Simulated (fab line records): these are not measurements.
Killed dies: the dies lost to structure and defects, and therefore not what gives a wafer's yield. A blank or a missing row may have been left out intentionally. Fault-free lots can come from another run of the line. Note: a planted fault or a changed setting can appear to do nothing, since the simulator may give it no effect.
Matching of chambers | flow n5Finfet | rieDiel-03 running N5_BEOL_M3_ETCH_64: 4 sister chambers
The step etches SOC in N2/H2, target depth 75 nm, overetch 15 nm, time 112.5 s. 4 wafers are shown with their chamber, then 7 later ones without.

WAFERS, EACH WITH ITS CHAMBER
wafer  | chamber | showerheadPlenumPTorr (Torr)
L103.6 | 0       | 2.58
L105.5 | 3       | 2.69
L107.2 | 1       | 2.52
L107.5 | 2       | 2.56

WAFERS WHOSE CHAMBER IS MISSING
wafer  | showerheadPlenumPTorr (Torr)
L107.6 | 2.52
L116.4 | 2.55
L116.5 | 2.55
L116.6 | 2.51
L117.2 | 2.55
L117.3 | 2.57
L117.6 | 2.68

WHICH CHAMBER EACH WENT THROUGH
wafer  | from the rows above     | in truth
L107.6 | 1                       | 1
L116.4 | 2                       | 2
L116.5 | 2                       | 2
L116.6 | 1                       | 1
L117.2 | 2                       | 2
L117.3 | can't be placed: 2 or 0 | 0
L117.6 | 3                       | 3
Correct placement for 6 of the 7. Cannot be placed on the basis of these rows: 1; the candidates contain the true chamber in 1. Placed wrongly: 0.
How it was worked out, from the rows above alone: a wafer's distance from a chamber is the root of the sum, over the readings, of the square of ((its reading less the chamber's mean) divided by the reading's scatter). The wafer belongs to the nearest chamber; if the next one is less than 2 further off, it can't be placed. For every chamber, the mean is computed from those of its wafers that are shown. The scatter: root of mean squared gap, hidden wafer to nearest shown wafer, with one shown wafer a chamber.
